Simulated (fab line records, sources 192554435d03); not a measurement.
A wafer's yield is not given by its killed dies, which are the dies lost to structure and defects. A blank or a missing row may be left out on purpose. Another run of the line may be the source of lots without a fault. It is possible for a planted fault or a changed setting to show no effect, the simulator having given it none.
A lot that was struck, set against a sound lot || flow n5 finfet || 34 steps out of a route of 1938
Sound: wafers L320.1, L320.3, L320.4. Struck: wafer L326.2 (left out: L326.3, L326.4 of the same lot, which were not struck); the cause appears at the end.
At each step with rows: each side's tool, then ch and its chambers, then its first start. Under that, the readings that differ: sound wafers || struck wafers || difference of the means || sigmas: that difference in standard deviations of wafers without a fault.
alike: readings whose means differ by less than 2 such deviations, and words and numbers that are the same on both sides. not compared: withheld readings, readings that some wafer has no value for, bounds like >300 that may hide the same value, and numbers for which the record gives no deviation and whose values overlap.
Wherever a step has rows on one side only, a row that says differs or no value, or a row with sigmas, the two part there. Numbers that don't overlap but have no deviation are shown without sigmas and don't part them. A reading that every wafer of one side lacks parts them only if that side has two wafers or more.

first, 9 steps without rows for these wafers: N5_BEOL_M8_DESCUM_33 (chemistry O2, time 7 s); N5_BEOL_M8_ETCH_72 (etches underlayer in N2/H2, target depth 6.5 nm, time 5.2 s); N5_BEOL_M8_ETCH_65 (etches SiARC in CF4, target depth 15.6 nm, time 26 s); N5_BEOL_M8_ETCH_66 (etches SOC in N2/H2, target depth 80 nm, overetch 16 nm, time 120 s); N5_BEOL_M8_STRIP_69 (strips in N2/H2); N5_BEOL_M8_STRIP_73 (strips in N2/H2); N5_BEOL_M8_VIA_ETCH_34 (etches SiCOH lowk in C4F6/O2, target depth 125.5 nm, time 50.5 s); N5_BEOL_M8_STRIP_76 (strips in C4F6/O2); N5_BEOL_M8_STRIP_36 (strips in N2/H2).
N5_BEOL_M8_TRENCH_ETCH_37: etches SiCOH lowk in C4F6/O2, target depth 93.478 nm, time 31.2 s.
  sound on rie diel-06 ch 0,1,3, day 11 13:52; struck on rie diel-03 ch 1, day 13 18:19
{"reading": "rf hours counter h (h)", "sound": "48 38 153", "struck": 30, "difference": -50, "sigmas": ""}
  alike: drypump motor current A, oes_f_703_au, oes_o_777_au, oes product au, rf vpp V, showerhead plenum p Torr, throttle valve pct
then, 23 steps without rows for these wafers: N5_BEOL_M8_ETCH_41 (etches SiCN in CH3F/O2, target depth 31.9 nm, time 57.8 s); N5_BEOL_M8_STRIP_80 (strips in N2/H2, time 10 s); N5_BEOL_M8_HM_STRIP_39 (strips TiN in peroxide tin strip, target depth 25 nm, time 158 s); N5_BEOL_M8_SRD_40 (time 30 s); N5_BEOL_M8_PRECLEAN_42 (cleans in residue remover, time 60 s); N5_BEOL_M8_SRD_43 (time 30 s); N5_BEOL_M8_CURE_75 (cures SiCOH lowk, time 120 s); N5_BEOL_M8_DEGAS_44 (time 60 s); N5_BEOL_M8_PRE_CLEAN_45 (time 30 s); N5_BEOL_M8_ALD_77 (deposits TaN, target thk 2 nm, pulse time 2 s, purge time 3 s); N5_BEOL_M8_SURFACE_TREAT_79; N5_BEOL_M8_CVD_78 (deposits Co from CCTBA/H2, target thk 2 nm, time 142.3 s); N5_BEOL_M8_SPUTTER_48 (material Cu, target thk 10 nm, time 1.667 s); N5_BEOL_M8_ECD_50 (material Cu, target thk 300 nm); N5_BEOL_M8_ANNEAL_51 (time 90 s); N5_BEOL_M8_CMP_52 (polishes, stops on SiCOH lowk, t overpolish 6.9 s, target thk 80 nm); N5_BEOL_M8_PRE_CLEAN_55 (time 15 s); N5_BEOL_M8_DEP_56 (deposits SiCN from 3MS/NH3, target thk 10 nm, time 17.5 s); N5_BEOL_M9_ILD_DEP_00 (deposits SiCOH lowk from DEMS/porogen, target thk 308.51 nm, time 58 s); N5_BEOL_M9_CURE_71 (cures SiCOH lowk, time 240 s); N5_BEOL_M9_PECVD_70 (deposits SiO2 from TEOS/O2, target thk 20 nm, time 22.7 s); N5_BEOL_M9_HM_DEP_02 (deposits TiN, target thk 20 nm); N5_BEOL_M9_COAT_59 (time 60 s, resist thk 100 nm).
-- the record jumps here: 3 days lie between the struck wafers' starts before and after (it left off in module BEOL_M9 and takes up again in module PASSIVATION, whose first step shown is number 1936 of the route) --
N5_PASSIVATION_PROBE_49:
  record: rows for the struck wafers here (prober-02, day 16 10:08), none for the sound ones

WHERE THEY PART
N5_PASSIVATION_PROBE_49 only, going by this record.

WHY: what had been put in by the simulator
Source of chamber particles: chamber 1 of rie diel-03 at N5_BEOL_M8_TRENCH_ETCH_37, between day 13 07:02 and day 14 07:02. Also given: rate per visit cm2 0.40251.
